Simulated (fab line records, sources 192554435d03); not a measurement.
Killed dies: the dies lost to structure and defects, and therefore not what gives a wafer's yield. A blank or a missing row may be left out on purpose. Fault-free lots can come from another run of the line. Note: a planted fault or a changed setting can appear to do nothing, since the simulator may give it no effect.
fab line records	flow n5Finfet
record: lots: 6	wafers: 16	lastDay: 15
route steps=1938 shown MOL_CONTACT_COAG@598 BEOL_M4@1111 PASSIVATION@1936
lots that met no fault: taken from a fault-free run of the same line
startH: the number of hours between the record's first day and the start of the first shown wafer of the lot	waitH: how many hours have passed since the lot's step before this one	" repeats the value in the row above	L1.1+2: a row that stands for several wafers	- value missing, or start not given	* or withheld: withheld	< > ~ a bound
route shown NAME@n: NAME is a module with steps in the file, n the number in the route of the first one	usual: mean and standard deviation over wafers with no fault	same: alike in all rows	chamber/n: place in a boat	sites: the reading at each site	_std_site: the values' standard deviation	_edge_site: outer sites' mean less inner sites'	radiusMm: how far each site lies from the wafer's centre	mask NAME#n: copy n	behind: tool/chamber where the wafer was last shaped	hold: why the lot went on hold/how many hours it stayed there/how the hold came to an end	device: which transistor (n, p or np) failed to switch	end of line: the tests these same wafers got at the end of their route	a step given without rows: its recipe and nothing more	killed: the dies lost at the first sort to structure and to defects; this is not the yield of the wafer	map: per-die view of a wafer (x killed, . not killed, _ where there is no die)
set.NAME: the setting that was run; set.NAME@STEP: the one run at that earlier step	model.NAME: the simulator's own value behind a step, which no gauge read
lots at selected steps of the route; one table per step, one row per wafer
services: the hour from which a tool's chamber was out of use, counted from the record's first day as startH (under 0 if before that day), plus the number of hours and why
== steps ==
step: N5_MOL_CONTACT_COAG_SOFTBAKE_35
recipe: tempC: 110	timeS: 60	resist: CAR-EUV
step: N5_MOL_CONTACT_COAG_EXPOSE_37
recipe: maskId: VD	na: 0.33	sourceShape: annular	sigmaInner: 0.3	sigmaOuter: 0.7	polarization: unpolarized	defocusNm: 0	doseMj: 62
step: N5_MOL_CONTACT_COAG_PEB_38
recipe: pebTempC: 100	pebTimeS: 60	resist: CAR-EUV
step: N5_MOL_CONTACT_COAG_DEVELOP_39
recipe: developTimeS: 30	developer: TMAH	resist: CAR-EUV	rinseLiquid: surfactantRinse	dry: airSpin	devTempC: 23
step: N5_MOL_CONTACT_COAG_CD_MEAS_40
recipe: targetCdNm: 25.1	landingEnergyEv: 500	detector: seInlens	polarity: opening
usual: cdNm: 25.11/0.21
lot.wafer	tool	chamber	startH	waitH	cdNm
L132.1	cdSem-02	0	104.75	-	25.18
L132.4	"	0	"	"	25.22
L132.5	"	0	"	"	25.53
L137.1	cdSem-03	0	129.75	-	24.64
L137.3	"	0	"	"	25.06
L137.6	"	0	"	"	25.08
L144.1	cdSem-03	0	172.13	-	24.69
L144.2	"	0	"	"	25.00
L143.1	cdSem-03	0	172.42	-	25.19
L143.2	"	0	"	"	25.00
L147.2	cdSem-03	0	191.82	-	24.95
L147.3	"	0	"	"	25.23
L147.4	"	0	"	"	24.99
L151.1	cdSem-03	0	214.66	-	25.38
L151.5	"	0	"	"	25.52
L151.6	"	0	"	"	25.15
step: N5_MOL_CONTACT_COAG_OVL_MEAS_41
recipe: pointsPerWafer: 522
usual: VD_OVL: -0.3/0.74
lot.wafer	tool	chamber	startH	waitH	VD_OVL[nm]
L132.1	overlay-02	0	104.78	0.0	-1.2
L132.4	"	0	"	"	-0.3
L132.5	"	0	"	"	-1.1
L137.1	overlay-02	0	129.78	0.0	-0.3
L137.3	"	0	"	"	-1.1
L137.6	"	0	"	"	-1.4
L144.1	overlay-01	0	172.16	0.0	-1.5
L144.2	"	0	"	"	-1.3
L143.1	overlay-02	0	172.45	0.0	0.2
L143.2	"	0	"	"	-0.6
L147.2	overlay-01	0	191.86	0.0	-0.5
L147.3	"	0	"	"	0.5
L147.4	"	0	"	"	-0.2
L151.1	overlay-02	0	214.69	0.0	-0.4
L151.5	"	0	"	"	-0.3
L151.6	"	0	"	"	-1.7
step: N5_MOL_CONTACT_COAG_INSPECT_42
recipe: mode: adi	inspectInstrument: brightfield
usual: rawDefectCount: 193/53
lot.wafer	tool	chamber	startH	waitH	rawDefectCount
L132.1	defectInspect-01	-	104.83	0.1	165
L132.4	"	-	"	"	194
L132.5	"	-	"	"	283
L137.1	defectInspect-02	-	129.84	0.1	283
L137.3	"	-	"	"	272
L137.6	"	-	"	"	261
L144.1	defectInspect-02	-	172.22	0.1	205
L144.2	"	-	"	"	223
L143.1	defectInspect-01	-	172.51	0.1	152
L143.2	"	-	"	"	193
L147.2	defectInspect-01	-	191.91	0.0	161
L147.3	"	-	"	"	250
L147.4	"	-	"	"	200
L151.1	defectInspect-01	-	214.75	0.1	159
L151.5	"	-	"	"	143
L151.6	"	-	"	"	143
step: N5_MOL_CONTACT_COAG_DESCUM_45
recipe: chemistry: O2	timeS: 7	sourcePowerW: 50	biasPowerW: 20	pressureMtorr: 20	rfFrequencyHz: 2.712e+07	tempC: 40	resist: CAR-EUV	o2FlowSccm: 225
usual: drypumpMotorCurrentA: 5.8/0.45	oesProductAu: 0.78/0.084	rfVppV: 243.1/1.3	showerheadPlenumPTorr: 2.09/0.07	throttleValvePct: 20.27/0.24
lot.wafer	tool	chamber	startH	waitH	drypumpMotorCurrentA	oesProductAu	rfHoursCounterH	rfVppV	showerheadPlenumPTorr	throttleValvePct
L132.1	rieDiel-01	3	104.88	0.0	6.2	0.91	19	245.1	2.23	20.07
L132.4	"	2	"	"	5.5	0.78	147	243.1	2.09	20.00
L132.5	"	0	"	"	6.2	0.70	-	246.1	2.14	20.15
L137.1	rieDiel-02	1	129.87	0.0	4.8	0.70	214	241.9	1.99	20.31
L137.3	"	3	"	"	5.9	0.82	-	241.4	2.11	20.37
L137.6	"	3	"	"	5.9	0.82	-	243.0	2.11	20.36
L144.1	rieDiel-01	1	172.25	0.0	5.9	0.88	32	242.4	2.03	20.14
L144.2	"	2	"	"	5.6	0.75	174	242.6	2.08	20.05
L143.1	rieDiel-03	1	172.94	0.4	5.8	0.72	200	243.5	2.17	20.41
L143.2	"	3	"	"	6.3	0.70	240	242.3	2.07	20.75
L147.2	rieDiel-03	1	191.94	0.0	5.8	0.71	209	244.5	2.17	20.41
L147.3	"	2	"	"	6.4	0.72	201	241.0	1.99	20.37
L147.4	"	1	"	"	5.8	0.71	-	244.1	2.17	20.41
L151.1	rieDiel-01	3	214.87	0.1	6.2	0.83	64	245.9	2.21	20.14
L151.5	"	1	"	"	5.9	0.86	-	242.3	2.03	20.17
L151.6	"	0	"	"	6.2	0.92	-	244.1	2.13	19.81
step: N5_MOL_CONTACT_COAG_ETCH_65
recipe: chemistry: N2/H2	target: underlayer	targetDepthA: 130	maskMaterial: CAR-EUV	timeS: 10.4	ionEnergyEv: 200	pressureMtorr: 30	sourceW: 840	biasW: 150	n2FlowSccm: 200	h2FlowSccm: 200	ends: cleared
usual: drypumpMotorCurrentA: 5.8/0.45	etchRfOnTimeS: 10.35/0.11	n2FlowSccm: 200.0/0.57	oesProductAu: 0.67/0.071	rfVppV: 523.6/2.4	showerheadPlenumPTorr: 2.54/0.083	throttleValvePct: 17.75/0.22
lot.wafer	tool	chamber	startH	waitH	drypumpMotorCurrentA	etchRfOnTimeS	n2FlowSccm	oesProductAu	rfHoursCounterH	rfVppV	showerheadPlenumPTorr	throttleValvePct
L132.1	rieDiel-01	3	104.91	0.0	6.2	10.27	199.9	0.78	19	528.9	2.70	17.48
L132.4	"	2	"	"	5.6	10.38	200.1	0.67	147	524.1	2.54	17.56
L132.5	"	0	"	"	6.2	10.50	199.4	0.60	-	526.1	2.62	17.68
L137.1	rieDiel-02	1	129.92	0.0	4.8	10.35	200.8	0.60	214	519.5	2.42	17.87
L137.3	"	3	"	"	5.8	10.55	199.2	0.69	-	525.5	2.57	17.78
L137.6	"	3	"	"	5.8	10.42	200.2	0.69	-	524.5	2.57	17.78
L144.1	rieDiel-01	1	172.29	0.0	5.9	10.26	200.2	0.76	32	521.6	2.48	17.67
L144.2	"	2	"	"	5.6	10.45	199.5	0.65	174	524.1	2.53	17.62
L143.1	rieDiel-03	1	172.97	0.0	5.8	10.28	200.0	0.62	200	526.3	2.63	17.83
L143.2	"	3	"	"	6.3	10.44	199.3	0.59	240	523.2	2.51	18.24
L147.2	rieDiel-03	1	191.98	0.0	5.8	10.31	198.9	0.61	209	524.9	2.63	17.83
L147.3	"	2	"	"	6.4	10.29	199.9	0.62	201	520.9	2.42	17.80
L147.4	"	1	"	"	5.8	10.26	200.6	0.61	-	523.6	2.63	17.84
L151.1	rieDiel-01	3	214.90	0.0	6.2	10.29	199.6	0.72	64	527.7	2.68	17.58
L151.5	"	1	"	"	5.9	10.22	199.5	0.74	-	520.8	2.48	17.70
L151.6	"	0	"	"	6.2	10.19	200.1	0.79	-	525.8	2.60	17.31
step: N5_MOL_CONTACT_COAG_ETCH_66
recipe: chemistry: CF4	target: SiARC	targetDepthA: 130	maskMaterial: CAR-EUV	timeS: 21.7	ionEnergyEv: 80	pressureMtorr: 40	sourceW: 545	biasW: 36	Ar_flow_sccm: 100	cf4FlowSccm: 100	ends: cleared
usual: drypumpMotorCurrentA: 5.8/0.45	etchRfOnTimeS: 21.60/0.29	oesProductAu: 0.67/0.072	rfVppV: 184.1/1.2	showerheadPlenumPTorr: 2.14/0.067	throttleValvePct: 15.48/0.23
lot.wafer	tool	chamber	startH	waitH	drypumpMotorCurrentA	etchRfOnTimeS	oesProductAu	rfHoursCounterH	rfVppV	showerheadPlenumPTorr	throttleValvePct
L132.1	rieDiel-01	3	104.93	0.0	6.2	21.32	0.78	19	184.9	2.27	15.21
L132.4	"	2	"	"	5.6	21.34	0.68	147	185.3	2.14	15.31
L132.5	"	0	"	"	6.2	21.60	0.60	-	185.0	2.19	15.49
L137.1	rieDiel-02	1	129.95	0.0	4.8	21.61	0.60	214	182.5	2.04	15.57
L137.3	"	3	"	"	5.9	21.93	0.70	-	185.5	2.17	15.58
L137.6	"	3	"	"	5.9	21.89	0.69	-	185.2	2.17	15.57
L144.1	rieDiel-01	1	172.31	0.0	5.9	21.42	0.76	32	183.7	2.09	15.35
L144.2	"	2	"	"	5.6	21.64	0.65	174	183.6	2.13	15.36
L143.1	rieDiel-03	1	172.99	0.0	5.8	21.28	0.62	200	184.2	2.21	15.59
L143.2	"	3	"	"	6.3	21.91	0.60	240	183.8	2.12	15.96
L147.2	rieDiel-03	1	192.00	0.0	5.8	21.32	0.61	209	184.7	2.20	15.60
L147.3	"	2	"	"	6.4	21.42	0.62	201	184.3	2.03	15.56
L147.4	"	1	"	"	5.8	21.36	0.62	-	186.3	2.20	15.60
L151.1	rieDiel-01	3	214.92	0.0	6.2	21.51	0.71	64	185.8	2.25	15.28
L151.5	"	1	"	"	5.8	21.24	0.74	-	182.9	2.09	15.36
L151.6	"	0	"	"	6.2	21.21	0.79	-	185.4	2.18	15.03
step: N5_MOL_CONTACT_COAG_ALD_133
recipe: material: SiO2	targetThkA: 50	tempC: 100	aldPrecursorFamily: BDEAS	aldCoReactant: O2-plasma	pulseTimeS: 1	coReactantPulseTimeS: 1	purgeTimeS: 2	coReactantPurgeTimeS: 2	aldCycles: 35	pressureTorr: 2
usual: heaterPowerW: 80/8.6	precursorPulseHeightRel: 1.000/0.02
same: aldCycles: 35
lot.wafer	tool	chamber	startH	waitH	heaterPowerW	precursorPulseHeightRel
L132.1	aldSin-01	2	105.34	0.4	65	1.029
L132.4	"	1	"	"	93	1.004
L132.5	"	3	"	"	71	0.991
L137.1	aldSin-02	0	130.21	0.2	82	1.010
L137.3	"	2	"	"	80	0.989
L137.6	"	2	"	"	81	0.999
L144.1	aldSin-02	2	172.39	0.1	81	0.995
L144.2	"	0	"	"	85	0.979
L143.1	aldSin-01	0	173.07	0.1	90	0.989
L143.2	"	3	"	"	71	0.985
L147.2	aldSin-02	0	192.15	0.1	84	1.033
L147.3	"	2	"	"	80	0.971
L147.4	"	1	"	"	77	1.010
L151.1	aldSin-01	0	215.28	0.3	90	0.983
L151.5	"	2	"	"	66	1.001
L151.6	"	3	"	"	72	1.041
step: N5_MOL_CONTACT_COAG_ETCHBACK_134
recipe: chemistry: CHF3	target: SiO2	targetDepthA: 100	timeS: 6.7	ionEnergyEv: 200	pressureMtorr: 30	sourceW: 610	biasW: 170	Ar_flow_sccm: 200	CHF3_flow_sccm: 50
usual: drypumpMotorCurrentA: 5.7/0.44	oesProductAu: 0.81/0.089	rfVppV: 521/5.5	showerheadPlenumPTorr: 2.38/0.072	throttleValvePct: 18.57/0.23
lot.wafer	tool	chamber	startH	waitH	drypumpMotorCurrentA	oesProductAu	rfHoursCounterH	rfVppV	showerheadPlenumPTorr	throttleValvePct
L132.1	rieDiel-02	3	105.52	0.1	5.8	0.83	68	529	2.42	18.72
L132.4	"	0	"	"	5.5	0.83	81	519	2.41	18.26
L132.5	"	2	"	"	5.6	0.67	-	519	2.44	19.26
L137.1	rieDiel-02	2	130.39	0.1	5.6	1.01	0	519	2.44	18.85
L137.3	"	1	"	"	4.8	0.70	214	522	2.27	18.63
L137.6	"	1	"	"	4.8	0.71	-	522	2.27	18.64
L144.1	rieDiel-02	0	172.64	0.2	5.5	0.79	105	521	2.40	18.31
L144.2	"	3	"	"	5.9	0.80	91	527	2.41	18.76
L143.1	rieDiel-02	2	173.44	0.3	5.6	0.94	13	519	2.43	18.88
L143.2	"	0	"	"	5.5	0.79	105	520	2.40	18.32
L147.2	rieDiel-01	1	192.33	0.1	5.9	0.88	38	514	2.32	18.48
L147.3	"	3	"	"	6.2	0.86	55	529	2.51	18.40
L147.4	"	0	"	"	6.3	0.95	9	516	2.43	18.16
L151.1	rieDiel-01	0	215.51	0.2	6.2	0.93	17	516	2.43	18.18
L151.5	"	0	"	"	6.2	0.92	-	517	2.43	18.19
L151.6	"	1	"	"	5.9	0.86	-	514	2.32	18.49
step: N5_MOL_CONTACT_COAG_ETCH_67
recipe: chemistry: N2/H2	target: SOC	targetDepthA: 600	overetchA: 210	maskMaterial: SiARC	tempC: 40	timeS: 101.2	ionEnergyEv: 200	pressureMtorr: 30	sourceW: 840	biasW: 150	n2FlowSccm: 200	h2FlowSccm: 200
usual: drypumpMotorCurrentA: 5.7/0.45	n2FlowSccm: 200.0/0.56	oesProductAu: 0.67/0.073	rfVppV: 523.8/2.3	showerheadPlenumPTorr: 2.54/0.08	throttleValvePct: 17.69/0.21
lot.wafer	tool	chamber	startH	waitH	drypumpMotorCurrentA	n2FlowSccm	oesProductAu	rfHoursCounterH	rfVppV	showerheadPlenumPTorr	throttleValvePct	model.SiARC_of_MOL_CONTACT_COAG_COAT_63.thkNm
L132.1	rieDiel-02	3	105.55	0.0	5.8	199.7	0.69	68	524.0	2.57	17.73	5.8
L132.4	"	0	"	"	5.5	199.4	0.68	81	526.1	2.57	17.45	5.8
L132.5	"	2	"	"	5.6	200.7	0.57	-	527.9	2.60	18.28	6
L137.1	rieDiel-02	2	130.43	0.0	5.6	200.5	0.84	0	526.2	2.60	17.86	5.8
L137.3	"	1	"	"	4.8	200.1	0.58	214	520.3	2.42	17.83	5.8
L137.6	"	1	"	"	4.8	199.7	0.59	-	519.4	2.42	17.82	5.8
L144.1	rieDiel-02	0	172.67	0.0	5.5	201.0	0.67	105	523.2	2.56	17.50	5.8
L144.2	"	3	"	"	5.8	199.4	0.67	91	525.3	2.57	17.78	6.4
L143.1	rieDiel-02	2	173.48	0.0	5.7	199.6	0.79	13	525.4	2.60	17.91	5.8
L143.2	"	0	"	"	5.5	200.5	0.66	105	523.6	2.56	17.49	6.4
L147.2	rieDiel-01	1	192.36	0.0	5.9	199.8	0.73	38	523.0	2.48	17.65	5.8
L147.3	"	3	"	"	6.2	200.6	0.71	55	528.3	2.69	17.52	5.8
L147.4	"	0	"	"	6.2	200.0	0.78	9	525.8	2.60	17.26	5.8
L151.1	rieDiel-01	0	215.54	0.0	6.2	200.6	0.76	17	524.7	2.60	17.29	5.8
L151.5	"	0	"	"	6.1	200.2	0.77	-	525.4	2.60	17.28	5.8
L151.6	"	1	"	"	5.9	199.9	0.71	-	521.5	2.48	17.67	5.8
step: N5_MOL_CONTACT_COAG_STRIP_68
recipe: chemistry: N2/H2	tempC: 40	n2FlowSccm: 200	h2FlowSccm: 200	rfFrequencyHz: 6e+07
step: N5_BEOL_M4_RC_MEAS_101
usual: DIBL_N: 36.4/1.2	DIBL_P: 36.1/1.6	IOFF_N: 0.156/0.024	IOFF_P: 0.21/0.031	ION_N: 674/11	ION_P: 463/6.9	SS_N: 71.5/0.5	SS_P: 73.2/0.55	VT_N: 250.0/2.9	VT_P: -250/3.6
lot.wafer	tool	chamber	startH	waitH	DIBL_N[mV/V]	DIBL_P[mV/V]	IOFF_N[nA/um]	IOFF_P[nA/um]	ION_N[uA/um]	ION_P[uA/um]	SS_N[mV/dec]	SS_P[mV/dec]	VT_N[mV]	VT_P[mV]
L132.1	prober-02	0	166.45	0.0	36.9	38.1	0.169	0.21	688	473	71.6	73.5	247.5	-249
L132.4	"	0	"	"	34.8	35.0	0.131	0.17	672	470	70.6	72.4	254.2	-254
L132.5	"	0	"	"	35.9	36.5	0.152	0.19	681	467	71.8	72.9	246.5	-251
L137.1	prober-01	0	193.63	0.0	36.8	37.1	0.168	0.25	687	470	71.7	73.3	249.2	-244
L137.3	"	0	"	"	35.2	34.3	0.130	0.19	675	471	71.5	72.5	252.3	-248
L137.6	"	0	"	"	34.8	34.5	0.125	0.20	673	465	71.2	72.6	251.8	-249
L144.1	prober-01	0	227.28	0.0	34.6	32.7	0.127	0.18	661	454	71.4	72.3	255.9	-252
L144.2	"	0	"	"	35.3	34.5	0.137	0.20	660	460	71.8	72.8	252.2	-252
L143.1	prober-02	0	232.40	0.0	39.6	39.9	0.216	0.30	697	481	71.5	73.4	246.6	-245
L143.2	"	0	"	"	38.9	38.7	0.189	0.25	686	472	72.1	73.6	247.5	-247
L147.2	prober-02	0	252.79	0.2	35.6	34.5	0.134	0.17	661	452	71.4	73.2	255.2	-256
L147.3	"	0	"	"	36.0	35.8	0.162	0.19	686	462	71.6	73.8	251.0	-252
L147.4	"	0	"	"	37.4	37.1	0.163	0.20	673	455	71.3	73.6	251.6	-255
L151.1	prober-01	0	276.79	0.0	37.9	36.7	0.178	0.24	684	469	72.1	74.2	249.4	-247
L151.5	"	0	"	"	35.7	33.8	0.141	0.20	665	464	71.8	72.6	247.6	-250
L151.6	"	0	"	"	36.7	35.3	0.153	0.23	662	464	71.7	73.0	249.8	-246
step: N5_PASSIVATION_PROBE_49
usual: defectLimitedYield: 91.4/1.5	killed_at_M0_to_M3: 31/11	killed_at_M4_up: 13/5.5	killedAtContacts: 13/6.3	killedAtFrontEnd: 40/13	killedAtOther: 3.3/2.6	killedDies: 101/18	killedOpen: 67/13	killedShort: 33/7.9	sort_bin_5_function: 5.1/1	sort_bin_6_memory: 3.2/0.68	sortNPass: 1079/18	sortYieldPct: 91.4/1.5
same: grossDies: 1180	killedAtBackSide: 0	sort_bin_4_leakage[%]: 0	sort_bin_8_speed[%]: 0
lot.wafer	tool	chamber	startH	waitH	defectLimitedYield[%]	killed_at_M0_to_M3	killed_at_M4_up	killedAtContacts	killedAtFrontEnd	killedAtOther	killedDies	killedOpen	killedShort	sort_bin_5_function[%]	sort_bin_6_memory[%]	sortNPass	sortYieldPct[%]
L147.2	prober-01	-	354.27	0.1	90.3	30	15	6	59	5	115	63	50	5.4	3.6	1065	90.3
L147.3	prober-01	-	354.32	0.1	86.9	61	16	15	57	5	154	107	46	8.4	4.6	1026	86.9
L147.4	prober-01	-	354.37	0.2	90.6	34	19	11	41	6	111	74	35	5.9	3.1	1069	90.6
killed by level:class
L147.2 FIN_SAQP:geometricParticle:short=23 FIN_SAQP:geometricParticle:open=16 BEOL_M4:geometricParticle:open=7 BEOL_M3:geometricParticle:short=5 BEOL_M3:geometricParticle:open=5 STARTING-WAFER:geometricParticle:open=4 MOL_CONTACT_COAG:geometricParticle:open=4 BEOL_M0_SAQP:geometricParticle:short=4
L147.3 BEOL_M0_SAQP:geometricParticle:open=18 FIN_SAQP:geometricParticle:short=17 FIN_SAQP:geometricParticle:open=14 MOL_CONTACT_COAG:geometricParticle:open=14 BEOL_M3:geometricParticle:open=14 BEOL_M0_SAQP:geometricParticle:short=13 DUMMY_GATE:geometricParticle:open=6 BEOL_M2:geometricParticle:open=6
L147.4 BEOL_M3:geometricParticle:open=19 FIN_SAQP:geometricParticle:short=11 MOL_CONTACT_COAG:geometricParticle:open=9 BEOL_M4:geometricParticle:open=7 DUMMY_GATE:geometricParticle:open=6 FIN_SAQP:geometricParticle:open=5 BEOL_M0_SAQP:geometricParticle:open=4 PAD_METAL:geometricParticle:open=4
== services ==
tool	chamber	startH	hours	kind
aldSin-02	0	83.73	3.5	repair
rieDiel-02	2	108.20	-	clean
rieDiel-02	2	108.20	-	consumableReplace:focusRing
rieDiel-02	2	108.20	21.8	scheduledDown
rieDiel-02	2	108.20	21.8	ventCycle
aldSin-02	0	108.34	6.2	repair
rieDiel-01	1	121.69	7.3	repair
aldSin-02	-	141.74	6.1	pm
rieDiel-01	0	144.08	-	clean
rieDiel-01	0	144.08	-	consumableReplace:focusRing
rieDiel-01	0	144.08	27.9	scheduledDown
rieDiel-01	0	144.08	27.9	ventCycle
rieDiel-02	3	152.96	1.8	repair
rieDiel-03	0	165.62	14.4	repair
rieDiel-01	1	172.82	7.6	repair
rieDiel-02	0	174.77	2.9	repair
rieDiel-03	0	180.07	-	clean
rieDiel-03	0	180.07	-	consumableReplace:focusRing
rieDiel-03	0	180.07	19.5	scheduledDown
rieDiel-03	0	180.07	19.5	ventCycle
rieDiel-03	3	199.55	-	clean
rieDiel-03	3	199.55	-	consumableReplace:focusRing
rieDiel-03	3	199.55	31.3	scheduledDown
rieDiel-03	3	199.55	31.3	ventCycle
== key ==
firstSign none at tools or gauges
modelEffect: step: N5_MOL_CONTACT_COAG_ETCH_67	value: SiARC_of_MOL_CONTACT_COAG_COAT_63.thkNm	without: 5.8	struck: 6.4
metAt N5_MOL_CONTACT_COAG_ETCH_67
struckWafers L143.2,L144.2
onsetBetween 130.43 172.67
fault: kind: processParameterDrift	tool: rieDiel-02	chamber: -	onsetH: 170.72	steps: N5_MOL_CONTACT_COAG_ETCH_67	channel: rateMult	offset: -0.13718	shape: step	endH: 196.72	scope: struckWafersOnly
